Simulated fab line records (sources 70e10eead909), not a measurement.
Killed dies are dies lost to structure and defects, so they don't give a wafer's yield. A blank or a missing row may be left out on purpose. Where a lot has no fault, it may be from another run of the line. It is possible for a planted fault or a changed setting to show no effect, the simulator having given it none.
Matching of chambers || flow nand_harc || rie_si-02 running NHARC_A_CHANNEL_FILL_D1_ETCHBACK_19: 4 sister chambers
The step etches the open film in HBr/Cl2, target depth 5 nm, time 1.7 s. 4 wafers are shown with their chamber, then 8 later ones without.

## EACH WAFER AND ITS CHAMBER
{"wafer": "L089.2", "chamber": 3, "drypump_motor_current_A (A)": 6.2}
{"wafer": "L089.3", "chamber": 1, "drypump_motor_current_A (A)": 5.5}
{"wafer": "L089.4", "chamber": 2, "drypump_motor_current_A (A)": 5.1}
{"wafer": "L093.1", "chamber": 0, "drypump_motor_current_A (A)": 5.2}

## WAFERS WITHOUT THEIR CHAMBER
{"wafer": "L093.5", "drypump_motor_current_A (A)": 5.5}
{"wafer": "L093.6", "drypump_motor_current_A (A)": 5.1}
{"wafer": "L094.1", "drypump_motor_current_A (A)": 5.5}
{"wafer": "L094.3", "drypump_motor_current_A (A)": 6.2}
{"wafer": "L094.6", "drypump_motor_current_A (A)": 5.2}
{"wafer": "L095.1", "drypump_motor_current_A (A)": 5.1}
{"wafer": "L095.4", "drypump_motor_current_A (A)": 6.3}
{"wafer": "L095.5", "drypump_motor_current_A (A)": 5.5}

## EACH ONE'S CHAMBER
{"wafer": "L093.5", "from the rows above": 1, "in truth": 1}
{"wafer": "L093.6", "from the rows above": 2, "in truth": 2}
{"wafer": "L094.1", "from the rows above": 1, "in truth": 1}
{"wafer": "L094.3", "from the rows above": 3, "in truth": 3}
{"wafer": "L094.6", "from the rows above": 0, "in truth": 0}
{"wafer": "L095.1", "from the rows above": 2, "in truth": 2}
{"wafer": "L095.4", "from the rows above": 3, "in truth": 3}
{"wafer": "L095.5", "from the rows above": 1, "in truth": 1}
Correctly placed: 8 of 8. Not placeable from these rows: 0. Number placed wrongly: 0.
How it was worked out, from the rows above alone: a wafer's distance from a chamber is the root of the sum, over the readings, of the square of ((its reading less the chamber's mean) divided by the reading's scatter). The wafer belongs to the nearest chamber; if the next one is less than 2 further off, it can't be placed. A chamber's mean is the mean of its shown wafers. The scatter: root of mean squared gap, hidden wafer to nearest shown wafer, with one shown wafer a chamber.
